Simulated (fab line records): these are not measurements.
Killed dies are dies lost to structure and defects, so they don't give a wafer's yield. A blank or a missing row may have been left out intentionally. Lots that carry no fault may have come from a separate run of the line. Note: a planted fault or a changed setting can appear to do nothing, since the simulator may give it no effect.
Split-lot trial -- flow n5Finfet -- on a route of 1938 steps: 7 lots, 39 wafers read

== ON THE SPLIT ==
At N5_BEOL_M13_SPUTTER_43 (material TaN, target thk 15 nm, time 24.19 s), the setting timeS was moved away from the recipe's 24.19 s on 15 of the 39 wafers read, by -58.9% to +36.0%. All remaining wafers had this setting at the recipe value.

== FROM THE SPLIT TO THE READING: what the file shows between them, 4 steps ==
- N5_BEOL_M13_SPUTTER_44: material Ta, target thk 10 nm, time 16.13 s
- N5_BEOL_M13_SPUTTER_45: material Cu, target thk 80 nm, time 13.33 s
- N5_BEOL_M13_ECD_47: material Cu, target thk 936 nm
- N5_BEOL_M13_ANNEAL_48: time 90 s

== THE READING ==
barrierFieldEndpointS, in s, at N5_BEOL_M13_CMP_49 (polishes, stops on SiOC, t overpolish 17.1 s, target thk 420 nm). On this fab line, fault-free wafers typically give 30.8 s with a standard deviation of 0.83 s.

wafer,"tool, chamber at the split","timeS as run, s",against the recipe,"barrierFieldEndpointS, s",against lot-mates on the recipe
L074.1,"pvdSputter-02, -",24.19,recipe,31.1,-
L074.2,"pvdSputter-02, -",24.19,recipe,30.1,-
L074.3,"pvdSputter-02, -",24.19,recipe,31.5,-
L074.4,"pvdSputter-02, -",24.19,recipe,30.8,-
L074.5,"pvdSputter-02, -",24.19,recipe,30.5,-
L074.6,"pvdSputter-02, -",24.19,recipe,30.3,-
L075.1,"pvdSputter-03, -",29.57,+22.2%,34.9,+4.6
L075.3,"pvdSputter-03, -",29.57,+22.2%,34.2,+3.9
L075.2,"pvdSputter-03, -",29.57,+22.2%,35.8,+5.5
L075.4,"pvdSputter-03, -",24.19,recipe,30.5,-
L075.5,"pvdSputter-03, -",24.19,recipe,30.3,-
L075.6,"pvdSputter-03, -",24.19,recipe,30.2,-
L084.2,"pvdSputter-03, -",24.19,recipe,30.7,-
L084.4,"pvdSputter-03, -",15.03,-37.9%,23.3,-6.7
L084.3,"pvdSputter-03, -",24.19,recipe,29.7,-
L084.1,"pvdSputter-03, -",15.03,-37.9%,23.2,-6.8
L084.5,"pvdSputter-03, -",15.03,-37.9%,23.9,-6.1
L084.6,"pvdSputter-03, -",24.19,recipe,29.5,-
L087.3,"pvdSputter-02, -",24.19,recipe,28.5,-
L087.2,"pvdSputter-02, -",24.19,recipe,30.0,-
L087.4,"pvdSputter-02, -",24.19,recipe,30.3,-
L086.1,"pvdSputter-01, -",10.56,-56.3%,20.2,-10.5
L086.4,"pvdSputter-01, -",24.19,recipe,30.7,-
L086.2,"pvdSputter-01, -",24.19,recipe,30.9,-
L086.3,"pvdSputter-01, -",10.56,-56.3%,20.9,-9.8
L086.6,"pvdSputter-01, -",24.19,recipe,30.4,-
L086.5,"pvdSputter-01, -",10.56,-56.3%,19.9,-10.8
L089.2,"pvdSputter-01, -",24.19,recipe,30.2,-
L089.1,"pvdSputter-01, -",9.946,-58.9%,19.2,-11.0
L089.3,"pvdSputter-01, -",9.946,-58.9%,19.5,-10.7
L089.4,"pvdSputter-01, -",9.946,-58.9%,20.1,-10.1
L089.6,"pvdSputter-01, -",24.19,recipe,30.3,-
L089.5,"pvdSputter-01, -",24.19,recipe,30.2,-
L091.2,"pvdSputter-01, -",24.19,recipe,32.0,-
L091.4,"pvdSputter-01, -",32.89,+36.0%,35.4,+4.6
L091.1,"pvdSputter-01, -",32.89,+36.0%,35.5,+4.7
L091.3,"pvdSputter-01, -",32.89,+36.0%,34.9,+4.1
L091.5,"pvdSputter-01, -",24.19,recipe,31.2,-
L091.6,"pvdSputter-01, -",24.19,recipe,29.3,-

THE FIT
A straight line over all 39 wafers: barrierFieldEndpointS changes by +0.175 s for each +1% of timeS; r = +0.99; the points scatter about the line by 0.78 s.
The same after taking each lot's own level away (the mean of its wafers on the recipe; 39 wafers): +0.173 s for each +1%; r = +0.99; scatter 0.79 s.
The reading moves by 10 s for the largest change in timeS, on that fit.
From 29.60 to 30.83 s: that is the span of the lots' own levels, equal to 1.5 times the standard deviation above.
So the lot-to-lot level changes the slope little: the two slopes agree.
Check: with one of the wafers moved furthest among these (-58.9%) left out of the fit, the line predicts -10.2 s for it against its lot-mates. Against them it came out at -11 s.

== THE WHOLE CHAIN: every reading that the file lists as answering this split, in the file's order ==
step,what it does,reading,change (the file's fit),r (the file's)
N5_BEOL_M13_SPUTTER_43,"material TaN, target thk 15 nm, time 24.19 s","TaN_of_BEOL_M13_SPUTTER_43.thkNm (the simulator's own value, which no gauge read)",+0.15 nm for each +1% of the setting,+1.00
N5_BEOL_M13_CMP_49,"polishes, stops on SiOC, t overpolish 17.1 s, target thk 420 nm",barrierFieldEndpointS,+0.174 s for each +1% of the setting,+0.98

== FILE'S OWN FIT ==
barrierFieldEndpointS changes by +0.174 s for each +1% of timeS, r = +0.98.
